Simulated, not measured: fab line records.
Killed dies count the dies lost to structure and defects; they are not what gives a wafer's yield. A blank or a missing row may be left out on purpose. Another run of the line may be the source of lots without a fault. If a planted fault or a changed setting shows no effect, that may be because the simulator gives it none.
Matching of chambers | flow n5-finfet | rie-diel-03 running N5_BEOL_M0_SAQP_DESCUM_19: 4 sister chambers
The step chemistry O2, time 7.9 s. 8 wafers are shown with their chamber, then 10 later ones without.

## WAFERS WITH THEIR CHAMBER
wafer  | chamber | showerhead-plenum-p-Torr (Torr) | drypump-motor-current-A (A)
L084.4 | 3       | 2.24                            | 5.5
L085.2 | 3       | 2.24                            | 5.5
L086.2 | 0       | 2.05                            | 4.8
L087.1 | 2       | 1.98                            | 5.3
L087.4 | 1       | 2.16                            | 6.0
L087.6 | 1       | 2.15                            | 6.0
L090.2 | 0       | 2.05                            | 4.7
L090.3 | 2       | 1.98                            | 5.3

## WAFERS MISSING THEIR CHAMBER
wafer  | showerhead-plenum-p-Torr (Torr) | drypump-motor-current-A (A)
L090.6 | 2.15                            | 6.0
L093.3 | 2.04                            | 4.7
L093.4 | 2.23                            | 5.5
L093.5 | 2.04                            | 4.7
L094.1 | 2.04                            | 4.7
L094.2 | 2.23                            | 5.5
L094.3 | 2.15                            | 6.0
L096.2 | 2.24                            | 5.4
L096.3 | 2.04                            | 4.8
L096.6 | 2.23                            | 5.5

## EACH ONE'S CHAMBER
wafer  | from the rows above | in truth
L090.6 | 1                   | 1
L093.3 | 0                   | 0
L093.4 | 3                   | 3
L093.5 | 0                   | 0
L094.1 | 0                   | 0
L094.2 | 3                   | 3
L094.3 | 1                   | 1
L096.2 | 3                   | 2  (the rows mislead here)
L096.3 | 0                   | 0
L096.6 | 3                   | 3
Correct placement for 9 of the 10. Left unplaced by these rows: 0. 1 placed wrongly.
How it was worked out, from the rows above alone: a wafer's distance from a chamber is the root of the sum, over the readings, of the square of ((its reading less the chamber's mean) divided by the reading's scatter). If the next closest chamber is less than 2 further off than the closest, the wafer can't be placed; otherwise it belongs to the closest. For every chamber, the mean is computed from those of its wafers that are shown. The scatter is the square root of a quotient: the sum, over the shown wafers, of each reading's squared deviation from its chamber's mean, divided by wafers minus chambers.
